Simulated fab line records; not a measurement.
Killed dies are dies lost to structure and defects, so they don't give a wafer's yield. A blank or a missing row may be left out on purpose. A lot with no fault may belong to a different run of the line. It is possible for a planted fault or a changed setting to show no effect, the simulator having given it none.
fab line records | flow n5Finfet
record: lots: 7 | wafers: 21 | lastDay: 17
route steps=1938 shown BEOL_M2@905 BEOL_M4@1111 PASSIVATION@1936
lots with no fault: from the same line, run without faults
startH: start of the lot's first displayed wafer, in hours after the record's first day | waitH: how many hours have passed since the lot's step before this one | " same as the row above | L1.1+2: one row covering several wafers at once | - no value, or no start given | * or withheld: withheld | < > ~ a bound
route shown NAME@n: names a module that has steps shown in the file, with the first one's number in the route | usual: mean/standard deviation of fault-free wafers | same: alike in all rows | chamber/n: place in a boat | sites: each site's reading | _std_site: the standard deviation of these | _edge_site: inner sites' mean taken away from outer sites' mean | radiusMm: for every site, how far away it sits from the centre of the wafer | mask NAME#n: copy n | behind: the tool/chamber that last shaped the wafer | hold: reason for holding the lot/hours on hold/outcome of the hold | device: the n, p or np transistor that did not switch | end of line: at the end of the route, the tests of the same wafers | where a step has no rows: the recipe by itself | killed: at the first sort, the dies lost to defects and structure; wafer yield is something else | map: shows each die of a wafer: x if killed, . if not, _ if none is there
set.NAME: the setting that was run; set.NAME@STEP: the one run at that earlier step | model.NAME: the simulator's own value behind a step, which no gauge read
a table for each step, a row for each wafer; lots at some steps of the route
services: when a tool's chamber went out of use (startH, in hours from the record's first day, below 0 if earlier), for how many hours, and the reason
== steps ==
step: N5_BEOL_M2_ANNEAL_49
recipe: tempC: 400 | timeS: 240 | ambient: vacuum
step: N5_BEOL_M2_SPUTTER_79
recipe: material: Cu | targetThkA: 45 | tempC: -20 | chamberPressurePa: 0.07 | powerW: withheld | timeS: 8.29
usual: throttleValvePct: 30.1/1.1
lot.wafer | tool          | chamber | startH | waitH | throttleValvePct
L977.2    | pvdSputter-02 | -       | 183.74 | 0.1   | 28.9
L977.3    | "             | -       | "      | "     | 30.8
L977.5    | "             | -       | "      | "     | 30.7
L980.3    | pvdSputter-03 | -       | 193.60 | 0.1   | 30.0
L980.4    | "             | -       | "      | "     | 30.4
L980.6    | "             | -       | "      | "     | 31.3
L983.1    | pvdSputter-03 | -       | 212.40 | 0.1   | 31.3
L983.2    | "             | -       | "      | "     | 31.3
L983.6    | "             | -       | "      | "     | 31.2
L984.1    | pvdSputter-02 | -       | 216.80 | 0.1   | 27.2
L984.2    | "             | -       | "      | "     | 30.8
L984.4    | "             | -       | "      | "     | 31.2
L986.3    | pvdSputter-02 | -       | 235.34 | 0.1   | 30.5
L986.5    | "             | -       | "      | "     | 30.5
L986.6    | "             | -       | "      | "     | 27.0
L993.1    | pvdSputter-02 | -       | 265.92 | 0.1   | 30.8
L993.2    | "             | -       | "      | "     | 29.3
L993.5    | "             | -       | "      | "     | 31.2
L994.1    | pvdSputter-01 | -       | 273.59 | 0.1   | 28.4
L994.3    | "             | -       | "      | "     | 30.1
L994.5    | "             | -       | "      | "     | 29.3
step: N5_BEOL_M2_ANNEAL_80
recipe: tempC: 400 | timeS: 240 | ambient: vacuum
usual: heaterPowerW: 831/80 | susceptorTempC: 400.01/0.2
lot.wafer | tool          | chamber | startH | waitH | heaterPowerW | susceptorTempC
L977.2    | pvdSputter-02 | -       | 183.82 | 0.0   | 823          | 399.63
L977.3    | "             | -       | "      | "     | 690          | 399.92
L977.5    | "             | -       | "      | "     | 677          | 399.93
L980.3    | pvdSputter-03 | -       | 193.68 | 0.0   | 805          | 400.09
L980.4    | "             | -       | "      | "     | 853          | 399.84
L980.6    | "             | -       | "      | "     | 842          | 399.65
L983.1    | pvdSputter-03 | -       | 212.48 | 0.0   | 771          | 399.65
L983.2    | "             | -       | "      | "     | 846          | 399.62
L983.6    | "             | -       | "      | "     | 771          | 399.67
L984.1    | pvdSputter-02 | -       | 216.88 | 0.0   | 1015         | 400.06
L984.2    | "             | -       | "      | "     | 672          | 400.38
L984.4    | "             | -       | "      | "     | 947          | 400.10
L986.3    | pvdSputter-02 | -       | 235.42 | 0.0   | 672          | 399.80
L986.5    | "             | -       | "      | "     | 669          | 400.13
L986.6    | "             | -       | "      | "     | 1002         | 400.10
L993.1    | pvdSputter-02 | -       | 266.00 | 0.0   | 669          | 399.85
L993.2    | "             | -       | "      | "     | 830          | 399.94
L993.5    | "             | -       | "      | "     | 968          | 400.15
L994.1    | pvdSputter-01 | -       | 273.67 | 0.0   | 736          | 399.89
L994.3    | "             | -       | "      | "     | 888          | 399.71
L994.5    | "             | -       | "      | "     | 886          | 399.88
step: N5_BEOL_M2_SPUTTER_81
recipe: material: Cu | targetThkA: 45 | tempC: -20 | chamberPressurePa: 0.07 | powerW: withheld | timeS: 8.29
usual: throttleValvePct: 30.1/1
lot.wafer | tool          | chamber | startH | waitH | throttleValvePct
L977.2    | pvdSputter-02 | -       | 183.96 | 0.1   | 29.2
L977.3    | "             | -       | "      | "     | 30.5
L977.5    | "             | -       | "      | "     | 30.4
L980.3    | pvdSputter-03 | -       | 193.82 | 0.1   | 30.3
L980.4    | "             | -       | "      | "     | 30.5
L980.6    | "             | -       | "      | "     | 31.1
L983.1    | pvdSputter-03 | -       | 212.62 | 0.1   | 30.9
L983.2    | "             | -       | "      | "     | 31.4
L983.6    | "             | -       | "      | "     | 31.3
L984.1    | pvdSputter-02 | -       | 217.02 | 0.1   | 27.1
L984.2    | "             | -       | "      | "     | 31.0
L984.4    | "             | -       | "      | "     | 31.5
L986.3    | pvdSputter-02 | -       | 235.56 | 0.1   | 30.7
L986.5    | "             | -       | "      | "     | 30.6
L986.6    | "             | -       | "      | "     | 27.2
L993.1    | pvdSputter-02 | -       | 266.14 | 0.1   | 30.9
L993.2    | "             | -       | "      | "     | 29.1
L993.5    | "             | -       | "      | "     | 31.2
L994.1    | pvdSputter-01 | -       | 273.81 | 0.1   | 28.8
L994.3    | "             | -       | "      | "     | 30.2
L994.5    | "             | -       | "      | "     | 29.1
step: N5_BEOL_M2_ANNEAL_82
recipe: tempC: 400 | timeS: 240 | ambient: vacuum
step: N5_BEOL_M2_SPUTTER_86
recipe: material: Cu | targetThkA: 45 | tempC: -20 | chamberPressurePa: 0.07 | powerW: withheld | timeS: 8.29
step: N5_BEOL_M2_ANNEAL_87
recipe: tempC: 400 | timeS: 240 | ambient: vacuum
step: N5_BEOL_M2_SPUTTER_88
recipe: material: Cu | targetThkA: 45 | tempC: -20 | chamberPressurePa: 0.07 | powerW: withheld | timeS: 8.29
step: N5_BEOL_M2_ANNEAL_89
recipe: tempC: 400 | timeS: 240 | ambient: vacuum
step: N5_BEOL_M2_SPUTTER_90
recipe: material: Cu | targetThkA: 45 | tempC: -20 | chamberPressurePa: 0.07 | powerW: withheld | timeS: 8.29
step: N5_BEOL_M2_ANNEAL_91
recipe: tempC: 400 | timeS: 240 | ambient: vacuum
step: N5_BEOL_M2_SPUTTER_92
recipe: material: Cu | targetThkA: 45 | tempC: -20 | chamberPressurePa: 0.07 | powerW: withheld | timeS: 8.29
usual: throttleValvePct: 30.1/1
lot.wafer | tool          | chamber | startH | waitH | throttleValvePct
L977.2    | pvdSputter-02 | -       | 184.84 | 0.1   | 28.9
L977.3    | "             | -       | "      | "     | 30.8
L977.5    | "             | -       | "      | "     | 30.7
L980.3    | pvdSputter-03 | -       | 194.70 | 0.1   | 30.2
L980.4    | "             | -       | "      | "     | 30.6
L980.6    | "             | -       | "      | "     | 31.3
L983.1    | pvdSputter-03 | -       | 213.50 | 0.1   | 31.2
L983.2    | "             | -       | "      | "     | 31.5
L983.6    | "             | -       | "      | "     | 31.1
L984.1    | pvdSputter-02 | -       | 217.90 | 0.1   | 27.1
L984.2    | "             | -       | "      | "     | 30.6
L984.4    | "             | -       | "      | "     | 31.2
L986.3    | pvdSputter-02 | -       | 236.44 | 0.1   | 30.9
L986.5    | "             | -       | "      | "     | 30.7
L986.6    | "             | -       | "      | "     | 27.2
L993.1    | pvdSputter-02 | -       | 267.02 | 0.1   | 30.5
L993.2    | "             | -       | "      | "     | 29.1
L993.5    | "             | -       | "      | "     | 31.1
L994.1    | pvdSputter-01 | -       | 274.69 | 0.1   | 28.7
L994.3    | "             | -       | "      | "     | 30.2
L994.5    | "             | -       | "      | "     | 29.2
step: N5_BEOL_M2_ANNEAL_93
recipe: tempC: 400 | timeS: 240 | ambient: vacuum
usual: heaterPowerW: 831/77 | susceptorTempC: 400.02/0.24
lot.wafer | tool          | chamber | startH | waitH | heaterPowerW | susceptorTempC
L977.2    | pvdSputter-02 | -       | 184.92 | 0.0   | 842          | 399.95
L977.3    | "             | -       | "      | "     | 687          | 400.05
L977.5    | "             | -       | "      | "     | 678          | 399.99
L980.3    | pvdSputter-03 | -       | 194.78 | 0.0   | 827          | 400.57
L980.4    | "             | -       | "      | "     | 821          | 400.02
L980.6    | "             | -       | "      | "     | 855          | 400.22
L983.1    | pvdSputter-03 | -       | 213.58 | 0.0   | -            | -
L983.2    | "             | -       | "      | "     | -            | -
L983.6    | "             | -       | "      | "     | -            | -
L984.1    | pvdSputter-02 | -       | 217.98 | 0.0   | -            | -
L984.2    | "             | -       | "      | "     | -            | -
L984.4    | "             | -       | "      | "     | -            | -
L986.3    | pvdSputter-02 | -       | 236.52 | 0.0   | -            | -
L986.5    | "             | -       | "      | "     | -            | -
L986.6    | "             | -       | "      | "     | -            | -
L993.1    | pvdSputter-02 | -       | 267.10 | 0.0   | 663          | 399.63
L993.2    | "             | -       | "      | "     | 833          | 400.75
L993.5    | "             | -       | "      | "     | 937          | 400.35
L994.1    | pvdSputter-01 | -       | 274.77 | 0.0   | 733          | 400.24
L994.3    | "             | -       | "      | "     | 868          | 400.13
L994.5    | "             | -       | "      | "     | 909          | 400.07
step: N5_BEOL_M2_SPUTTER_94
recipe: material: Cu | targetThkA: 45 | tempC: -20 | chamberPressurePa: 0.07 | powerW: withheld | timeS: 8.29
usual: throttleValvePct: 30.1/1
lot.wafer | tool          | chamber | startH | waitH | throttleValvePct
L977.2    | pvdSputter-02 | -       | 185.06 | 0.1   | 29.3
L977.3    | "             | -       | "      | "     | 30.6
L977.5    | "             | -       | "      | "     | 30.7
L980.3    | pvdSputter-03 | -       | 194.92 | 0.1   | 29.9
L980.4    | "             | -       | "      | "     | 30.5
L980.6    | "             | -       | "      | "     | 31.3
L983.1    | pvdSputter-03 | -       | 213.72 | 0.1   | 31.1
L983.2    | "             | -       | "      | "     | 30.9
L983.6    | "             | -       | "      | "     | 31.2
L984.1    | pvdSputter-02 | -       | 218.12 | 0.1   | 27.2
L984.2    | "             | -       | "      | "     | 30.7
L984.4    | "             | -       | "      | "     | 31.2
L986.3    | pvdSputter-02 | -       | 236.66 | 0.1   | 30.7
L986.5    | "             | -       | "      | "     | 30.6
L986.6    | "             | -       | "      | "     | 26.9
L993.1    | pvdSputter-02 | -       | 267.24 | 0.1   | 30.5
L993.2    | "             | -       | "      | "     | 29.0
L993.5    | "             | -       | "      | "     | 31.0
L994.1    | pvdSputter-01 | -       | 274.91 | 0.1   | 28.8
L994.3    | "             | -       | "      | "     | 30.0
L994.5    | "             | -       | "      | "     | 29.3
step: N5_BEOL_M4_RC_MEAS_101
usual: DIBL_N: 37.2/1.9 | DIBL_P: 37.3/2.2 | IOFF_N: 0.18/0.038 | IOFF_P: 0.22/0.039 | ION_N: 678/11 | ION_P: 462/6.9 | SS_N: 71.8/0.68 | SS_P: 73.5/0.65 | VT_N: 249/3.4 | VT_P: -250/3.2
lot.wafer | tool      | chamber | startH | waitH | DIBL_N[mV/V] | DIBL_P[mV/V] | IOFF_N[nA/um] | IOFF_P[nA/um] | ION_N[uA/um] | ION_P[uA/um] | SS_N[mV/dec] | SS_P[mV/dec] | VT_N[mV] | VT_P[mV]
L977.2    | prober-01 | 0       | 209.41 | 0.2   | 37.5         | 38.1         | 0.18          | 0.22          | 669          | 457          | 72.6         | 73.6         | 249      | -250
L977.3    | "         | 0       | "      | "     | 34.9         | 35.6         | 0.14          | 0.18          | 665          | 453          | 71.4         | 72.3         | 253      | -252
L977.5    | "         | 0       | "      | "     | 37.7         | 39.5         | 0.21          | 0.25          | 678          | 469          | 72.2         | 74.3         | 248      | -247
L980.3    | prober-02 | 0       | 220.42 | 0.3   | 38.1         | 40.7         | 0.21          | 0.23          | 690          | 467          | 71.2         | 74.4         | 244      | -251
L980.4    | "         | 0       | "      | "     | 36.3         | 37.7         | 0.17          | 0.20          | 678          | 455          | 70.8         | 73.3         | 248      | -253
L980.6    | "         | 0       | "      | "     | 35.6         | 37.8         | 0.17          | 0.18          | 676          | 455          | 71.8         | 73.6         | 246      | -252
L983.1    | prober-01 | 0       | 245.71 | 0.0   | 34.1         | 33.3         | 0.12          | 0.18          | 660          | 457          | 70.6         | 72.4         | 251      | -250
L983.2    | "         | 0       | "      | "     | 36.4         | 35.8         | 0.16          | 0.22          | 685          | 474          | 71.0         | 72.8         | 249      | -247
L983.6    | "         | 0       | "      | "     | 36.4         | 37.2         | 0.16          | 0.24          | 672          | 466          | 71.1         | 73.5         | 251      | -246
L984.1    | prober-01 | 0       | 250.70 | 0.0   | 37.9         | 38.5         | 0.19          | 0.20          | 688          | 465          | 71.3         | 74.1         | 248      | -255
L984.2    | "         | 0       | "      | "     | 35.7         | 36.0         | 0.16          | 0.17          | 679          | 452          | 71.2         | 73.9         | 250      | -256
L984.4    | "         | 0       | "      | "     | 37.8         | 38.4         | 0.19          | 0.20          | 690          | 457          | 71.8         | 73.2         | 249      | -256
L986.3    | prober-01 | 0       | 264.65 | 0.3   | 37.4         | 34.4         | 0.16          | 0.19          | 667          | 457          | 71.7         | 72.7         | 249      | -250
L986.5    | "         | 0       | "      | "     | 36.1         | 32.9         | 0.13          | 0.17          | 664          | 457          | 71.0         | 72.4         | 253      | -252
L986.6    | "         | 0       | "      | "     | 40.0         | 37.7         | 0.21          | 0.24          | 673          | 463          | 72.0         | 74.2         | 247      | -245
L993.1    | prober-02 | 0       | 300.34 | 0.0   | 37.6         | 39.4         | 0.22          | 0.26          | 691          | 464          | 72.3         | 73.6         | 246      | -247
L993.2    | "         | 0       | "      | "     | 39.5         | 41.4         | 0.26          | 0.29          | 708          | 476          | 73.3         | 73.5         | 245      | -245
L993.5    | "         | 0       | "      | "     | 38.3         | 39.7         | 0.21          | 0.24          | 685          | 461          | 73.1         | 73.8         | 247      | -247
L994.1    | prober-01 | 0       | 301.21 | 0.0   | 34.1         | 35.6         | 0.13          | 0.16          | 672          | 451          | 70.8         | 72.7         | 253      | -256
L994.3    | "         | 0       | "      | "     | 35.8         | 37.4         | 0.16          | 0.18          | 669          | 452          | 71.3         | 73.1         | 253      | -253
L994.5    | "         | 0       | "      | "     | 35.9         | 37.0         | 0.15          | 0.17          | 664          | 452          | 72.4         | 72.8         | 252      | -255
step: N5_PASSIVATION_PROBE_49
usual: defectLimitedYield: 91.2/1.6 | killed_at_M0_to_M3: 31/10 | killed_at_M4_up: 14/4.4 | killedAtContacts: 13/6 | killedAtFrontEnd: 43/13 | killedAtOther: 3.5/2.6 | killedDies: 104/18 | killedOpen: 68/14 | killedShort: 34/8.1 | sort_bin_4_leakage: 0.01/0.073 | sort_bin_5_function: 5.1/1.1 | sort_bin_6_memory: 3.3/0.68 | sortNPass: 1076/18 | sortYieldPct: 91.2/1.6
same: grossDies: 1180 | killedAtBackSide: 0 | sort_bin_8_speed[%]: 0
lot.wafer | tool      | chamber | startH | waitH | defectLimitedYield[%] | killed_at_M0_to_M3 | killed_at_M4_up | killedAtContacts | killedAtFrontEnd | killedAtOther | killedDies | killedOpen | killedShort | sort_bin_4_leakage[%] | sort_bin_5_function[%] | sort_bin_6_memory[%] | sortNPass | sortYieldPct[%]
L977.2    | prober-01 | -       | 312.02 | 0.1   | 89.7                  | 13                 | 12              | 30               | 56               | 11            | 122        | 75         | 46          | 0                     | 5.9                    | 3.8                  | 1058      | 89.7
L977.3    | prober-01 | -       | 312.07 | 0.1   | 89.3                  | 31                 | 13              | 25               | 52               | 5             | 126        | 91         | 35          | 0                     | 6.1                    | 4.5                  | 1054      | 89.3
L977.5    | prober-01 | -       | 312.17 | 0.2   | 92.2                  | 22                 | 8               | 14               | 46               | 2             | 92         | 66         | 24          | 0                     | 4.8                    | 2.9                  | 1088      | 92.2
L980.3    | prober-02 | -       | 317.54 | 0.1   | 90.6                  | 42                 | 17              | 16               | 34               | 2             | 111        | 73         | 35          | 0                     | 5.5                    | 3.6                  | 1069      | 90.6
L980.4    | prober-02 | -       | 317.59 | 0.2   | 92.3                  | 16                 | 14              | 11               | 44               | 6             | 91         | 56         | 35          | 0                     | 4.2                    | 3.4                  | 1089      | 92.3
L980.6    | prober-02 | -       | 317.69 | 0.3   | 90.3                  | 32                 | 8               | 20               | 53               | 1             | 114        | 70         | 43          | 0                     | 5.3                    | 3.9                  | 1066      | 90.3
L983.1    | prober-01 | -       | 344.92 | 0.0   | 88.9                  | 49                 | 19              | 12               | 42               | 9             | 131        | 83         | 44          | 0                     | 6.8                    | 3.7                  | 1049      | 88.9
L983.2    | prober-01 | -       | 344.97 | 0.1   | 90.4                  | 50                 | 11              | 11               | 37               | 4             | 113        | 83         | 30          | 0                     | 5.8                    | 3.2                  | 1067      | 90.4
L983.6    | prober-01 | -       | 345.17 | 0.3   | 89.5                  | 35                 | 21              | 20               | 47               | 1             | 124        | 83         | 40          | 0                     | 4.8                    | 5.3                  | 1056      | 89.5
L984.1    | prober-02 | -       | 351.25 | 0.0   | 92.2                  | 28                 | 10              | 20               | 33               | 1             | 92         | 50         | 39          | 0                     | 4.5                    | 2.6                  | 1088      | 92.2
L984.2    | prober-02 | -       | 351.30 | 0.1   | 90.8                  | 40                 | 14              | 16               | 31               | 7             | 108        | 73         | 24          | 0                     | 4.6                    | 3.1                  | 1072      | 90.8
L984.4    | prober-02 | -       | 351.40 | 0.2   | 91.4                  | 23                 | 19              | 27               | 26               | 6             | 101        | 72         | 28          | 0                     | 5.6                    | 2.8                  | 1079      | 91.4
L986.3    | prober-01 | -       | 368.18 | 0.1   | 90.9                  | 19                 | 18              | 17               | 49               | 4             | 107        | 72         | 35          | 0                     | 5.8                    | 3.0                  | 1073      | 90.9
L986.5    | prober-01 | -       | 368.28 | 0.2   | 90.9                  | 26                 | 18              | 15               | 48               | 0             | 107        | 79         | 27          | 0                     | 4.6                    | 4.4                  | 1073      | 90.9
L986.6    | prober-01 | -       | 368.33 | 0.3   | 91.1                  | 27                 | 27              | 11               | 38               | 2             | 105        | 66         | 39          | 0                     | 5.2                    | 3.6                  | 1075      | 91.1
L994.1    | prober-01 | -       | 413.76 | 0.0   | 89.8                  | 38                 | 12              | 15               | 53               | 2             | 120        | 79         | 37          | 0                     | 5.6                    | 3.9                  | 1060      | 89.8
L994.3    | prober-01 | -       | 413.86 | 0.1   | 85.9                  | 31                 | 19              | 10               | 101              | 5             | 166        | 115        | 47          | 0                     | 8.2                    | 5.1                  | 1014      | 85.9
L994.5    | prober-01 | -       | 413.96 | 0.2   | 91.6                  | 19                 | 14              | 5                | 57               | 4             | 99         | 60         | 31          | 0                     | 4.5                    | 2.9                  | 1081      | 91.6
killed by level:class
L977.2 MOL_CONTACT_COAG:geometricParticle:open=24 FIN_SAQP:geometricParticle:short=18 FIN_SAQP:geometricParticle:open=15 MOL_CONTACT_COAG:geometricParticle:short=6 STI_FIN_REVEAL:geometricParticle:open=5 BEOL_M4:geometricParticle:open=5 BEOL_M3:geometricParticle:open=4 STARTING-WAFER:geometricParticle:short=4
L977.3 MOL_CONTACT_COAG:geometricParticle:open=20 STI_FIN_REVEAL:geometricParticle:open=19 FIN_SAQP:geometricParticle:open=7 FIN_SAQP:geometricParticle:short=7 BEOL_M0_SAQP:geometricParticle:open=6 MOL_CONTACT_COAG:geometricParticle:short=5 BEOL_M1:geometricParticle:open=5 BEOL_M3:geometricParticle:open=5
L977.5 STI_FIN_REVEAL:geometricParticle:open=22 MOL_CONTACT_COAG:geometricParticle:open=12 FIN_SAQP:geometricParticle:open=5 BEOL_M1:geometricParticle:open=5 BEOL_M0_SAQP:geometricParticle:open=4 STARTING-WAFER:geometricParticle:open=4 FIN_SAQP:geometricParticle:short=3 GATE_CUT:geometricParticle:short=3
L980.3 MOL_CONTACT_COAG:geometricParticle:open=16 BEOL_M2:geometricParticle:open=11 FIN_SAQP:geometricParticle:short=10 FIN_SAQP:geometricParticle:open=9 STI_FIN_REVEAL:geometricParticle:open=6 BEOL_M0_SAQP:geometricParticle:open=6 BEOL_M0:geometricParticle:open=5 BEOL_M5:geometricParticle:open=5
L980.4 MOL_CONTACT_COAG:geometricParticle:open=10 BEOL_M4:geometricParticle:open=10 FIN_SAQP:geometricParticle:open=8 FIN_SAQP:geometricParticle:short=8 STI_FIN_REVEAL:geometricParticle:open=6 STI_FIN_REVEAL:geometricParticle:short=4 STARTING-WAFER:geometricParticle:short=4 BEOL_M2:geometricParticle:open=4
L980.6 MOL_CONTACT_COAG:geometricParticle:open=16 FIN_SAQP:geometricParticle:short=12 FIN_SAQP:geometricParticle:open=7 BEOL_M2:geometricParticle:open=7 DUMMY_GATE:geometricParticle:open=7 BEOL_M0_SAQP:geometricParticle:open=6 GATE_CUT:geometricParticle:short=5 BEOL_M1:geometricParticle:open=5
L983.1 FIN_SAQP:geometricParticle:short=13 BEOL_M1:geometricParticle:open=12 MOL_CONTACT_COAG:geometricParticle:open=11 BEOL_M4:geometricParticle:open=11 BEOL_M0_SAQP:geometricParticle:open=9 FIN_SAQP:geometricParticle:open=7 BEOL_M0_SAQP:geometricParticle:short=7 BEOL_M2:geometricParticle:open=6
L983.2 BEOL_M2:geometricParticle:open=19 MOL_CONTACT_COAG:geometricParticle:open=11 STI_FIN_REVEAL:geometricParticle:open=7 BEOL_M0:geometricParticle:open=7 BEOL_M0_SAQP:geometricParticle:short=6 FIN_SAQP:geometricParticle:short=5 DUMMY_GATE:geometricParticle:open=5 BEOL_M4:geometricParticle:open=5
L983.6 MOL_CONTACT_COAG:geometricParticle:open=15 STI_FIN_REVEAL:geometricParticle:open=10 FIN_SAQP:geometricParticle:open=9 FIN_SAQP:geometricParticle:short=8 GATE_CUT:geometricParticle:short=8 BEOL_M1:geometricParticle:open=8 BEOL_M3:geometricParticle:open=7 BEOL_M4:geometricParticle:open=6
L984.1 MOL_CONTACT_COAG:geometricParticle:open=15 BEOL_M0_SAQP:geometricParticle:open=9 BEOL_M0_SAQP:geometricParticle:short=8 MOL_CONTACT_COAG:geometricParticle:short=5 STI_FIN_REVEAL:geometricParticle:open=5 FIN_SAQP:geometricParticle:short=4 BEOL_M4:geometricParticle:open=4 STARTING-WAFER:geometricParticle:short=4
L984.2 MOL_CONTACT_COAG:geometricParticle:open=15 BEOL_M0_SAQP:geometricParticle:short=12 HKMG_FIN:areaEtch=11 BEOL_M0_SAQP:geometricParticle:open=9 BEOL_M2:geometricParticle:open=7 BEOL_M1:geometricParticle:open=6 BEOL_M4:geometricParticle:open=6 DUMMY_GATE:geometricParticle:open=5
L984.4 MOL_CONTACT_COAG:geometricParticle:open=19 BEOL_M4:geometricParticle:open=12 MOL_CONTACT_COAG:geometricParticle:short=8 STARTING-WAFER:geometricParticle:open=7 FIN_SAQP:geometricParticle:open=6 BEOL_M1:geometricParticle:open=6 DUMMY_GATE:geometricParticle:open=5 BEOL_M0_SAQP:geometricParticle:short=5
L986.3 MOL_CONTACT_COAG:geometricParticle:open=14 STI_FIN_REVEAL:geometricParticle:open=10 DUMMY_GATE:geometricParticle:open=8 BEOL_M4:geometricParticle:open=6 BEOL_M2:geometricParticle:open=5 BEOL_M6:geometricParticle:open=5 FIN_SAQP:geometricParticle:open=4 ILD0:geometricParticle:open=4
L986.5 MOL_CONTACT_COAG:geometricParticle:open=14 STI_FIN_REVEAL:geometricParticle:open=11 DUMMY_GATE:geometricParticle:open=11 BEOL_M0_SAQP:geometricParticle:open=11 BEOL_M4:geometricParticle:open=8 STI_FIN_REVEAL:geometricParticle:short=5 DUMMY_GATE:geometricParticle:short=4 GATE_CUT:geometricParticle:open=4
L986.6 FIN_SAQP:geometricParticle:short=12 MOL_CONTACT_COAG:geometricParticle:open=10 BEOL_M0_SAQP:geometricParticle:open=10 BEOL_M4:geometricParticle:open=10 BEOL_M4:geometricParticle:short=6 FIN_SAQP:geometricParticle:open=5 BEOL_M0_SAQP:geometricParticle:short=5 STARTING-WAFER:geometricParticle:short=4
L994.1 STI_FIN_REVEAL:geometricParticle:open=15 MOL_CONTACT_COAG:geometricParticle:open=11 FIN_SAQP:geometricParticle:open=9 FIN_SAQP:geometricParticle:short=8 BEOL_M3:geometricParticle:open=8 BEOL_M0:geometricParticle:open=7 BEOL_M2:geometricParticle:open=7 STI_FIN_REVEAL:geometricParticle:short=5
L994.3 STI_FIN_REVEAL:geometricParticle:open=28 FIN_SAQP:geometricParticle:open=15 BEOL_M2:geometricParticle:open=13 GATE_CUT:geometricParticle:short=12 FIN_SAQP:geometricParticle:short=11 STI_FIN_REVEAL:geometricParticle:short=11 DUMMY_GATE:geometricParticle:open=10 MOL_CONTACT_COAG:geometricParticle:open=10
L994.5 STI_FIN_REVEAL:geometricParticle:open=12 FIN_SAQP:geometricParticle:open=8 HKMG_FIN:areaEtch=8 BEOL_M4:geometricParticle:open=7 FIN_SAQP:geometricParticle:short=6 BEOL_M2:geometricParticle:open=6 DUMMY_GATE:geometricParticle:open=5 BEOL_M1:geometricParticle:open=5
== services ==
tool          | chamber | startH | hours | kind
pvdSputter-01 | -       | 254.97 | 2.7   | repair
== key ==
firstSign: step: N5_BEOL_M2_ANNEAL_93 | reading: toolRecord | direction: missing
effect none on later readings
metAt N5_BEOL_M2_ANNEAL_93
struckWafers L983.1,L983.2,L983.6,L984.1,L984.2,L984.4,L986.3,L986.5,L986.6
baselineLoss: step: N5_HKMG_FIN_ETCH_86 | wafers: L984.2
onsetBetween 194.78 213.58
fault: kind: skippedStepWhole | tool: pvdSputter-02,pvdSputter-03 | chamber: - | onsetH: 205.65 | steps: N5_BEOL_M2_ANNEAL_93 | scope: struckLotsOnly
baselineLoss: these wafers lose ten dies or more at that step, a loss of the line's own and not of a fault; the sort's usual values leave them out
